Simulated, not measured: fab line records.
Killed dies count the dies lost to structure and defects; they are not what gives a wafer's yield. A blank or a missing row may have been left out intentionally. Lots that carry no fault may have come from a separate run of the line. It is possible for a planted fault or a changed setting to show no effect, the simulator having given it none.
Matching of chambers || flow n5_finfet || ald_sin-04 running N5_MOL_CONTACT_COAG_ALD_123: 4 sister chambers
The step deposits SiNx, target thk 5 nm, pulse time 1 s, purge time 2 s. 8 wafers are shown with their chamber, then 6 later ones without.

== WAFERS, EACH WITH ITS CHAMBER ==
{"wafer": "L638.2", "chamber": 0, "heater_power_w (W)": 744, "precursor_pulse_height_rel": 1.009}
{"wafer": "L638.5", "chamber": 0, "heater_power_w (W)": 755, "precursor_pulse_height_rel": 0.980}
{"wafer": "L643.1", "chamber": 2, "heater_power_w (W)": 879, "precursor_pulse_height_rel": 1.015}
{"wafer": "L644.1", "chamber": 3, "heater_power_w (W)": 864, "precursor_pulse_height_rel": 0.970}
{"wafer": "L644.3", "chamber": 2, "heater_power_w (W)": 881, "precursor_pulse_height_rel": 1.001}
{"wafer": "L644.6", "chamber": 1, "heater_power_w (W)": 691, "precursor_pulse_height_rel": 0.984}
{"wafer": "L648.3", "chamber": 3, "heater_power_w (W)": 866, "precursor_pulse_height_rel": 1.036}
{"wafer": "L648.5", "chamber": 1, "heater_power_w (W)": 729, "precursor_pulse_height_rel": 0.978}

== WAFERS MISSING THEIR CHAMBER ==
{"wafer": "L648.6", "heater_power_w (W)": 760, "precursor_pulse_height_rel": 0.988}
{"wafer": "L651.1", "heater_power_w (W)": 890, "precursor_pulse_height_rel": 0.995}
{"wafer": "L651.2", "heater_power_w (W)": 882, "precursor_pulse_height_rel": 0.968}
{"wafer": "L651.4", "heater_power_w (W)": 763, "precursor_pulse_height_rel": 1.010}
{"wafer": "L652.1", "heater_power_w (W)": 878, "precursor_pulse_height_rel": 0.977}
{"wafer": "L652.4", "heater_power_w (W)": 904, "precursor_pulse_height_rel": 1.019}

== CHAMBER TAKEN BY EACH ==
{"wafer": "L648.6", "from the rows above": 0, "in truth": 0}
{"wafer": "L651.1", "from the rows above": "can't be placed: 2 or 3", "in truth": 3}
{"wafer": "L651.2", "from the rows above": "can't be placed: 2 or 3", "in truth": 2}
{"wafer": "L651.4", "from the rows above": 0, "in truth": 0}
{"wafer": "L652.1", "from the rows above": "can't be placed: 2 or 3", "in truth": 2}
{"wafer": "L652.4", "from the rows above": "can't be placed: 2 or 3", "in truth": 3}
Placed correctly: 2 of 6. From these rows, 4 cannot be placed; in 4 the true chamber is one of the candidates. 0 placed wrongly.
How it was worked out, from the rows above alone: a wafer's distance from a chamber is the root of the sum, over the readings, of the square of ((its reading less the chamber's mean) divided by the reading's scatter). If the next closest chamber is less than 2 further off than the closest, the wafer can't be placed; otherwise it belongs to the closest. Each chamber's mean is taken over the wafers shown for it. The scatter: the root of (the sum of the squares of (reading less its chamber's mean) over the shown wafers, divided by (wafers less chambers)).
